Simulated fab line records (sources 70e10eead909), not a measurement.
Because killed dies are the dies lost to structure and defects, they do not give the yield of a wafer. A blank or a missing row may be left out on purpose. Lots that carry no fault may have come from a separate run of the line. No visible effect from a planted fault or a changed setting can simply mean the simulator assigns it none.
Matching of chambers + flow nand-harc + pecvd-01 running NHARC_P_M2_PRE_CLEAN_32: 3 sister chambers
The step time 12 s. 16 wafers are shown with their chamber, then 8 later ones without.

== WAFERS WITH THEIR CHAMBER ==
| wafer  | chamber | heater-power-w (W) |
|--------|---------|--------------------|
| L077.2 | 2       | 638                |
| L077.5 | 2       | 642                |
| L077.6 | 0       | 618                |
| L078.1 | 1       | 660                |
| L078.3 | 2       | 671                |
| L078.5 | 0       | 511                |
| L082.2 | 0       | 555                |
| L082.3 | 1       | 720                |
| L082.4 | 1       | 728                |
| L083.2 | 0       | 499                |
| L083.4 | 1       | 657                |
| L083.6 | 0       | 496                |
| L086.1 | 2       | 679                |
| L086.4 | 1       | 673                |
| L086.5 | 0       | 607                |
| L089.1 | 0       | 607                |

SIGNATURES (means of the wafers above)
| reading        | chamber 0 | chamber 1 | chamber 2 | scatter within a chamber |
|----------------|-----------|-----------|-----------|--------------------------|
| heater-power-w | 556.14    | 687.60    | 657.50    | 42.8                     |
Rule: for a wafer and a chamber, the distance is found by dividing, reading by reading, the gap between the wafer's reading and the chamber's mean by the reading's scatter, squaring, summing and taking the root. If the next closest chamber is less than 2 further off than the closest, the wafer can't be placed; otherwise it belongs to the closest. The scatter: take each reading less its chamber's mean, square it, sum over the shown wafers, divide by the number of wafers less the number of chambers, and take the root.

== WAFERS MISSING THEIR CHAMBER ==
| wafer  | heater-power-w (W) |
|--------|--------------------|
| L089.4 | 606                |
| L089.6 | 623                |
| L090.1 | 621                |
| L090.4 | 564                |
| L090.5 | 619                |
| L094.1 | 613                |
| L094.4 | 613                |
| L094.5 | 625                |

== EACH ONE'S CHAMBER ==
| wafer  | from the rows above          | in truth |
|--------|------------------------------|----------|
| L089.4 | can't be placed: 0 or 2 or 1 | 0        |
| L089.6 | can't be placed: 2 or 1 or 0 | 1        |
| L090.1 | can't be placed: 2 or 0 or 1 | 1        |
| L090.4 | 0                            | 0        |
| L090.5 | can't be placed: 2 or 0 or 1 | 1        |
| L094.1 | can't be placed: 2 or 0 or 1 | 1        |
| L094.4 | can't be placed: 2 or 0 or 1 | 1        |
| L094.5 | can't be placed: 2 or 1 or 0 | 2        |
Correct placement for 1 of the 8. From these rows, 7 cannot be placed; in 7 the true chamber is one of the candidates. Number placed wrongly: 0.
